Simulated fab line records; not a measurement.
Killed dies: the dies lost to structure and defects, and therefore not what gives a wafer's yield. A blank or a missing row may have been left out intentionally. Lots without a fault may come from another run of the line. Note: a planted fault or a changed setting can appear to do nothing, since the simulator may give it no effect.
Matching of chambers	flow n5_finfet	N5_HKMG_FIN_ETCH_54 on rie_diel-01: 4 sister chambers
The step etches SiARC in CF4, target depth 45.5 nm, time 75.8 s. 18 wafers are shown with their chamber, then 9 later ones without.

EACH WAFER AND ITS CHAMBER
wafer	chamber	drypump_motor_current_A (A)	showerhead_plenum_p_Torr (Torr)	throttle_valve_pct (%)
L075.1	0	6.2	2.07	15.66
L075.2	3	5.1	1.97	15.37
L075.6	1	6.5	2.11	15.17
L082.1	2	5.4	2.21	15.70
L082.3	3	5.1	1.97	15.40
L082.4	0	6.2	2.07	15.70
L086.2	3	5.2	1.97	15.44
L086.4	1	6.5	2.10	15.23
L086.5	3	5.1	1.96	15.42
L088.2	0	6.3	2.06	15.72
L088.3	2	5.4	2.20	15.73
L088.6	2	5.4	2.21	15.73
L090.2	0	6.2	2.06	15.71
L090.4	3	5.1	1.96	15.42
L090.6	0	6.2	2.06	15.73
L093.2	1	6.4	2.10	15.26
L093.4	2	5.4	2.20	15.77
L093.6	0	6.2	2.06	15.73

SIGNATURES, as means of the wafers listed above
reading	chamber 0	chamber 1	chamber 2	chamber 3	scatter within a chamber
drypump_motor_current_A	6.217	6.467	5.400	5.120	0.0405
showerhead_plenum_p_Torr	2.0633	2.1033	2.2050	1.9660	0.00548
throttle_valve_pct	15.7083	15.2200	15.7325	15.4100	0.0304
Rule: for a wafer and a chamber, the distance is found by dividing, reading by reading, the gap between the wafer's reading and the chamber's mean by the reading's scatter, squaring, summing and taking the root. If the next closest chamber is less than 2 further off than the closest, the wafer can't be placed; otherwise it belongs to the closest. The scatter is the square root of a quotient: the sum, over the shown wafers, of each reading's squared deviation from its chamber's mean, divided by wafers minus chambers.

WAFERS WITHOUT THEIR CHAMBER
wafer	drypump_motor_current_A (A)	showerhead_plenum_p_Torr (Torr)	throttle_valve_pct (%)
L094.1	5.4	2.20	15.75
L094.3	5.1	1.96	15.45
L094.4	6.5	2.10	15.25
L095.2	6.5	2.10	15.25
L095.5	6.2	2.06	15.74
L095.6	6.4	2.10	15.26
L097.1	5.1	1.96	15.46
L097.5	5.4	2.20	15.75
L097.6	5.1	1.96	15.46

CHAMBER TAKEN BY EACH
wafer	from the rows above	in truth
L094.1	2	2
L094.3	3	3
L094.4	1	1
L095.2	1	1
L095.5	0	0
L095.6	1	1
L097.1	3	3
L097.5	2	2
L097.6	3	3
9 of 9 placed correctly. Left unplaced by these rows: 0. 0 placed wrongly.
